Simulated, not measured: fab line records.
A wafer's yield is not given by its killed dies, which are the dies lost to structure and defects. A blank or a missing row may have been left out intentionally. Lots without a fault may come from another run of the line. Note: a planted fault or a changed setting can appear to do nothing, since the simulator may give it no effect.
Commonality check across tools	flow n5-finfet	Sampled: 9 lots, 27 wafers

## WHAT PROMPTED THE OPENING
1 of 9 lots carry a flag on the reading M12_RS at N5_BEOL_M12_RS_MEAS_54. Fault-free wafers read 0.0601 ohm/sq, with a standard deviation of 0.00083.
Rule: a lot is flagged when every wafer of it that has a number lies more than 4 standard deviations from that mean, or none has a number. The other lots count as sound.

lot	measured	on	M12_RS (ohm/sq), wafer by wafer	flag
L451	day 11 00:13	film-metro-01	0.0602 0.0612 0.0593	
L456	day 13 16:52	film-metro-02	0.0604 0.0603 0.0616	
L459	day 14 11:11	film-metro-01	57.242 57.110 56.833	FLAGGED
L465	day 15 05:19	film-metro-02	0.0603 0.0606 0.0612	
L468	day 16 10:16	film-metro-02	0.0606 0.0602 0.0601	
L469	day 16 10:22	film-metro-01	0.0610 0.0609 0.0605	
L470	day 16 10:41	film-metro-02	0.0606 0.0608 0.0600	
L472	day 16 20:14	film-metro-01	0.0584 0.0600 0.0598	
L471	day 16 21:23	film-metro-01	0.0596 0.0598 0.0598	
On average the flagged lots read 57.0617 ohm/sq, which is +57.0016 ohm/sq against the usual, or +99 or more standard deviations.

## WHICH TOOL EACH LOT WENT THROUGH
2 process steps preceding the reading are held in the record, out of 1938 steps in the route. Cell contents, in order: the tool; ch with the chambers the sampled wafers went through; the start.
lot	flag	N5_BEOL_M12_ETCH_67	N5_BEOL_M12_ECD_47
L451		rie-diel-03 ch 0,1,3, day 10 21:27	ecd-cu-02 ch 1, day 10 23:21
L456		rie-diel-06 ch 0,1,2, day 13 12:14	ecd-cu-02 ch 0,1, day 13 16:00
L459	FLAGGED	rie-diel-03 ch 0,3, day 14 07:11	ecd-cu-02 ch 0,1, day 14 09:38
L465		rie-diel-06 ch 0,1,3, day 15 02:35	ecd-cu-02 ch 0,1, day 15 04:26
L468		rie-diel-01 ch 0,1, day 16 02:43	ecd-cu-02 ch 0,1, day 16 09:24
L469		rie-diel-06 ch 0,1, day 16 03:33	ecd-cu-01 ch 0,1, day 16 09:25
L470		rie-diel-06 ch 0,1,3, day 16 06:26	ecd-cu-02 ch 1, day 16 09:50
L472		rie-diel-03 ch 0,1,2, day 16 16:58	ecd-cu-02 ch 0,1, day 16 19:19
L471		rie-diel-01 ch 0,1,2, day 16 17:44	ecd-cu-02 ch 0,1, day 16 20:11
These steps, and what they do:
- N5_BEOL_M12_ETCH_67: etches SiARC in CF4, target depth 143 nm, time 238.3 s.
- N5_BEOL_M12_ECD_47: material Cu, target thk 720 nm.
- N5_BEOL_M12_RS_MEAS_54: measures by four-point-probe.

## FLAGGED AGAINST TOTAL, ONE TOOL AT A TIME (gauges that did the reading follow at the end)
step	tool	lots run	flagged	share of the flagged lots	sound lots run after its first flagged lot
N5_BEOL_M12_ETCH_67	rie-diel-01	2	0	none	-
N5_BEOL_M12_ETCH_67	rie-diel-03	3	1	all	1 (L472)
N5_BEOL_M12_ETCH_67	rie-diel-06	4	0	none	-
N5_BEOL_M12_ECD_47	ecd-cu-01	1	0	none	-
N5_BEOL_M12_ECD_47	ecd-cu-02	8	1	all	5 (L465,L468,L470,L472,L471)
N5_BEOL_M12_RS_MEAS_54	film-metro-01	5	1	all	3 (L469,L472,L471)
N5_BEOL_M12_RS_MEAS_54	film-metro-02	4	0	none	-

## WHAT THE TABLE PERMITS
3 rows of the table ran every flagged lot: rie-diel-03 at N5_BEOL_M12_ETCH_67, ecd-cu-02 at N5_BEOL_M12_ECD_47, film-metro-01 at N5_BEOL_M12_RS_MEAS_54.
- rie-diel-03 at N5_BEOL_M12_ETCH_67 ran 3 lots, 1 of them flagged. Sound lots ran on it after the first flagged one (L472), which a lasting fault on the whole tool wouldn't allow.
- ecd-cu-02 at N5_BEOL_M12_ECD_47 ran 8 lots, 1 of them flagged. Sound lots ran on it after the first flagged one (L465, L468, L470, L472, L471), which a lasting fault on the whole tool wouldn't allow.
- film-metro-01 at N5_BEOL_M12_RS_MEAS_54 ran 5 lots, 1 of them flagged. Sound lots ran on it after the first flagged one (L469, L472, L471), which a lasting fault on the whole tool wouldn't allow.
Not one row of the table ran every flagged lot while running no sound lot after the first.

## WHAT THE SIMULATOR PUT IN
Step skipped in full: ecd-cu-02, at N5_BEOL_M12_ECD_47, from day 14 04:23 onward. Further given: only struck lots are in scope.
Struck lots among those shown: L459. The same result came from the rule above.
